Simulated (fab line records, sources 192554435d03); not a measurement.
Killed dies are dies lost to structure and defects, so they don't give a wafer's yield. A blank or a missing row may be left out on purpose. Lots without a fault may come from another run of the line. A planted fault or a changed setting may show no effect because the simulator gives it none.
Chamber matching | flow n5_finfet | N5_BEOL_M6_STRIP_36 on rie_diel-05: 4 sister chambers
The step strips in N2/H2. 20 wafers are shown with their chamber, then 10 later ones without.

WAFERS WITH THEIR CHAMBER
wafer  | chamber | showerhead_plenum_p_Torr (Torr) | throttle_valve_pct (%) | oes_product_au (a.u.)
L074.1 | 2       | 2.66                            | 23.5                   | 0.83
L074.3 | 0       | 2.35                            | 24.1                   | 0.77
L074.5 | 1       | 2.49                            | 23.7                   | 0.88
L076.2 | 0       | 2.35                            | 24.1                   | 0.76
L076.3 | 2       | 2.66                            | 23.5                   | 0.84
L076.5 | 0       | 2.35                            | 24.1                   | 0.77
L075.1 | 3       | 2.61                            | 23.5                   | 0.95
L075.3 | 1       | 2.49                            | 23.7                   | 0.87
L075.6 | 0       | 2.35                            | 24.1                   | 0.78
L081.2 | 3       | 2.61                            | 23.6                   | 0.92
L081.4 | 0       | 2.35                            | 24.1                   | 0.76
L081.6 | 1       | 2.48                            | 23.7                   | 0.85
L082.1 | 3       | 2.61                            | 23.6                   | 0.91
L082.4 | 0       | 2.35                            | 24.1                   | 0.78
L082.6 | 3       | 2.61                            | 23.6                   | 0.89
L087.3 | 0       | 2.35                            | 24.1                   | 0.76
L087.4 | 1       | 2.48                            | 23.8                   | 0.84
L087.5 | 1       | 2.48                            | 23.7                   | 0.84
L089.1 | 2       | 2.65                            | 23.5                   | 0.80
L089.2 | 3       | 2.60                            | 23.6                   | 0.90

SIGNATURES (means of the wafers above)
reading                  | chamber 0 | chamber 1 | chamber 2 | chamber 3 | scatter within a chamber
showerhead_plenum_p_Torr | 2.3500    | 2.4840    | 2.6567    | 2.6080    | 0.00408
throttle_valve_pct       | 24.100    | 23.720    | 23.500    | 23.580    | 0.0316
oes_product_au           | 0.7686    | 0.8560    | 0.8233    | 0.9140    | 0.0173
Rule: a wafer's distance from a chamber is the root of the sum, over the readings, of the square of ((its reading less the chamber's mean) divided by the reading's scatter). The wafer belongs to the nearest chamber; if the next one is less than 2 further off, it can't be placed. The scatter: the root of (the sum of the squares of (reading less its chamber's mean) over the shown wafers, divided by (wafers less chambers)).

WAFERS WITHOUT THEIR CHAMBER
wafer  | showerhead_plenum_p_Torr (Torr) | throttle_valve_pct (%) | oes_product_au (a.u.)
L089.4 | 2.60                            | 23.5                   | 0.91
L086.2 | 2.65                            | 23.5                   | 0.80
L086.4 | 2.48                            | 23.7                   | 0.84
L086.5 | 2.65                            | 23.5                   | 0.80
L088.1 | 2.65                            | 23.5                   | 0.79
L088.2 | 2.48                            | 23.7                   | 0.82
L088.5 | 2.60                            | 23.6                   | 0.89
L095.1 | 2.47                            | 23.8                   | 0.82
L095.3 | 2.64                            | 23.5                   | 0.78
L095.4 | 2.60                            | 23.6                   | 0.87

WHICH CHAMBER EACH WENT THROUGH
wafer  | from the rows above | in truth
L089.4 | 3                   | 3
L086.2 | 2                   | 2
L086.4 | 1                   | 1
L086.5 | 2                   | 2
L088.1 | 2                   | 2
L088.2 | 1                   | 1
L088.5 | 3                   | 3
L095.1 | 1                   | 1
L095.3 | 2                   | 2
L095.4 | 3                   | 3
Placed correctly: 10 of 10. Can't be placed from these rows: 0. Placed wrongly: 0.
